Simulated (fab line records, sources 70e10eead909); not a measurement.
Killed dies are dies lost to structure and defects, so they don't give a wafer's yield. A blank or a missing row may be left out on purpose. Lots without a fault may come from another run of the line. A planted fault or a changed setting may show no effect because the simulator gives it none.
Which tool did it? | flow nand_harc | 12 lots, 36 wafers sampled, at 5 steps of a route of 1302

WHAT THE GAUGES READ, wafer by wafer
NHARC_P_GATE_CD_MEAS_11: target cd 1640 nm.
lot  | measured     | on        | cd_nm (nm)
L321 | day 4 14:18  | cd_sem-03 | 1643.5 1644.9 1638.0
L322 | day 4 18:32  | cd_sem-02 | 1641.2 1639.9 1640.9
L323 | day 5 02:47  | cd_sem-01 | 1638.2 1639.9 1638.5
L324 | day 5 14:20  | cd_sem-02 | 1643.4 1638.3 1640.3
L326 | day 6 08:32  | cd_sem-02 | 1636.1 1637.5 1639.6
L327 | day 6 19:55  | cd_sem-02 | 1636.0 1638.9 1637.8
L329 | day 7 19:12  | cd_sem-02 | 1639.4 1637.2 1637.8
L332 | day 8 22:11  | cd_sem-01 | 1645.9 1641.2 1637.9
L336 | day 10 10:25 | cd_sem-01 | 1643.4 1641.7 1639.2
L337 | day 10 23:29 | cd_sem-02 | 1640.1 1638.5 1637.9
L343 | day 13 13:46 | cd_sem-03 | 1634.9 1636.3 1637.6
L344 | day 13 20:16 | cd_sem-02 | 1639.1 1639.6 1636.0

NHARC_END_SORT_01.
lot  | measured     | on        | killed_at_array | killed_at_other | killed_at_periphery | killed_dies | killed_open | killed_short
L323 | day 25 03:10 | prober-01 | 45 41 38        | 0 0 0           | 5 3 3               | 50 44 41    | 4 2 4       | 3 3 5
L336 | day 30 05:20 | prober-01 | 57 67 52        | 2 1 0           | 5 1 2               | 64 69 54    | 3 4 5       | 2 3 3

WHICH TOOL RAN EACH LOT (tool, then ch and the chambers of the sampled wafers, then the start)
lot  | NHARC_P_GATE_SOFTBAKE_21          | NHARC_P_GATE_HM_OPEN_105                      | NHARC_P_GATE_ETCHBACK_37
L321 | litho_track-04 ch 0, day 5 03:00  | rie_diel-04 ch 0,1, no start                  | rie_diel-11 ch 1,2,3, no start
L322 | litho_track-06 ch 0, day 5 08:00  | rie_diel-04 ch 1,3, no start                  | rie_diel-04 ch 0,3, no start
L323 | litho_track-01 ch 0, day 5 17:00  | rie_diel-08 ch 0,1,3, day 25 03:10 or earlier | rie_diel-11 ch 2,3, day 25 03:10 or earlier
L324 | litho_track-04 ch 0, day 6 07:00  | rie_diel-08 ch 1,2,3, no start                | rie_diel-11 ch 0,1,2, no start
L326 | litho_track-06 ch 0, day 6 22:00  | rie_diel-08 ch 1,3, no start                  | rie_diel-11 ch 0,1,3, no start
L327 | litho_track-01 ch 0, day 7 10:00  | rie_diel-08 ch 1,2,3, no start                | rie_diel-08 ch 0,1,2, no start
L329 | litho_track-06 ch 0, day 8 10:00  | rie_diel-11 ch 0,3, no start                  | rie_diel-08 ch 2,3, no start
L332 | litho_track-06 ch 0, day 9 13:00  | rie_diel-11 ch 0,1,3, no start                | rie_diel-04 ch 1,2,3, no start
L336 | litho_track-04 ch 0, day 11 04:00 | rie_diel-08 ch 0,1,2, day 30 05:20 or earlier | rie_diel-08 ch 1,2, day 30 05:20 or earlier
L337 | litho_track-04 ch 0, day 11 15:00 | rie_diel-11 ch 2,3, no start                  | rie_diel-04 ch 0,1,2, no start
L343 | litho_track-01 ch 0, day 14 08:00 | rie_diel-11 ch 2,3, no start                  | rie_diel-04 ch 1,2, no start
L344 | litho_track-01 ch 0, day 14 10:00 | rie_diel-08 ch 0,2,3, no start                | rie_diel-08 ch 1,2,3, no start
- NHARC_P_GATE_SOFTBAKE_21: time 55 s.
- NHARC_P_GATE_HM_OPEN_105: chemistry O2/COS, target depth 360 nm.
- NHARC_P_GATE_ETCHBACK_37: etches the open film in CHF3/O2, target depth 34.5 nm, time 17.2 s.

WHAT THE TOOLS THEMSELVES READ (means of the sampled wafers that have a number; where no wafer has one, the mark that the record gives instead)
NHARC_P_GATE_SOFTBAKE_21.
lot  | tool           | heater_power_total_W (W)
L321 | litho_track-04 | 188.41
L322 | litho_track-06 | 188.38
L323 | litho_track-01 | 188.39
L324 | litho_track-04 | 188.64
L326 | litho_track-06 | 188.40
L327 | litho_track-01 | 188.59
L329 | litho_track-06 | 188.48
L332 | litho_track-06 | 188.33
L336 | litho_track-04 | 323.22
L337 | litho_track-04 | 323.21
L343 | litho_track-01 | 188.60
L344 | litho_track-01 | 188.47

NHARC_P_GATE_HM_OPEN_105.
lot  | tool        | drypump_motor_current_A (A) | oes_product_au (a.u.) | rf_vpp_V (V) | showerhead_plenum_p_Torr (Torr) | throttle_valve_pct (%)
L321 | rie_diel-04 | 5.3                         | 1.014                 | 470.4        | 3.24                            | 28.325
L322 | rie_diel-04 | 5.8                         | 1.012                 | 468.6        | 3.23                            | 28.326
L323 | rie_diel-08 | 5.8                         | 0.998                 | 466.3        | 3.06                            | 28.328
L324 | rie_diel-08 | 5.5                         | 1.009                 | 466.4        | 3.09                            | 28.328
L326 | rie_diel-08 | 6.0                         | 1.009                 | 467.5        | 3.14                            | 28.325
L327 | rie_diel-08 | 5.5                         | 1.001                 | 466.1        | 3.09                            | 28.334
L329 | rie_diel-11 | 5.8                         | 0.988                 | 467.9        | 3.12                            | 28.327
L332 | rie_diel-11 | 5.8                         | 0.997                 | 466.9        | 3.14                            | 28.325
L336 | rie_diel-08 | 5.4                         | 1.001                 | 464.8        | 3.02                            | 28.341
L337 | rie_diel-11 | 5.5                         | 0.989                 | 470.1        | 3.24                            | 28.331
L343 | rie_diel-11 | 5.7                         | 0.988                 | 468.2        | 3.17                            | 28.323
L344 | rie_diel-08 | 5.3                         | 1.003                 | 463.8        | 3.00                            | 28.334

NHARC_P_GATE_ETCHBACK_37.
lot  | tool        | drypump_motor_current_A (A) | oes_product_au (a.u.) | rf_vpp_V (V) | showerhead_plenum_p_Torr (Torr) | throttle_valve_pct (%)
L321 | rie_diel-11 | 5.7                         | 1.00                  | 370.8        | 2.44                            | 20.574
L322 | rie_diel-04 | 5.3                         | 0.93                  | 372.2        | 2.49                            | 20.575
L323 | rie_diel-11 | 5.5                         | 0.99                  | 372.6        | 2.50                            | 20.577
L324 | rie_diel-11 | 6.0                         | 0.91                  | 370.6        | 2.37                            | 20.573
L326 | rie_diel-11 | 5.8                         | 0.99                  | 371.2        | 2.42                            | 20.567
L327 | rie_diel-08 | 5.4                         | 0.94                  | 368.5        | 2.32                            | 20.581
L329 | rie_diel-08 | 5.3                         | 1.01                  | 369.7        | 2.37                            | 20.565
L332 | rie_diel-04 | 5.6                         | 0.95                  | 371.0        | 2.44                            | 20.568
L336 | rie_diel-08 | 5.7                         | 0.93                  | 369.8        | 2.38                            | 20.564
L337 | rie_diel-04 | 5.4                         | 0.98                  | 371.2        | 2.45                            | 20.577
L343 | rie_diel-04 | 5.6                         | 0.92                  | 371.6        | 2.44                            | 20.580
L344 | rie_diel-08 | 5.5                         | 0.93                  | 369.8        | 2.37                            | 20.578

THE ANSWER, worked out from the rows above alone
Rule: what is usual is taken from the lots themselves. Put in order of their means at a reading, lots are off if they are a third of the lots or fewer, leave a main group of 4 or more, and stand apart from it by a gap of 3 or more times the standard deviation of the main group's means; of several such gaps the widest counts. A main group whose means are all the same, to the digits that the tables above print for the reading, isn't used. A lot without any number at a reading at which 4 lots or more have one is off too. The other lots that the step has rows for count as sound. The gauges are gone through in route order, then the tools' own readings, and for those a lot's mean is taken as printed above. The first step at which some lot is off is used, and at that step the reading that is off furthest; a lot without a number counts as furthest.
Off: L336, L337, at NHARC_P_GATE_SOFTBAKE_21 (heater_power_total_W). The main group: mean 188.47 W, standard deviation 0.1.
A tool fits if, at that step or a process step before it, it ran every lot that is off, and no sound lot after the first of them. One fits: litho_track-04 at NHARC_P_GATE_SOFTBAKE_21. Its last sound lot is L324 (day 6 07:00), its first lot that is off L336 (day 11 04:00): a fault that began between those two fits.
The tool's own readings at NHARC_P_GATE_SOFTBAKE_21 bear it out: on the lots that are off they differ by more than 5 times the standard deviation of the sound lots' means. heater_power_total_W reads 323.22 W there against 188.47 W on the sound lots.

WHAT THE SIMULATOR HAD PUT IN
Process parameter drift: litho_track-04, from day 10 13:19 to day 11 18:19, at NHARC_P_GATE_SOFTBAKE_21. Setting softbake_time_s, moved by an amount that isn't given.
Lots struck among those shown: L336, L337. The rule above found the same.
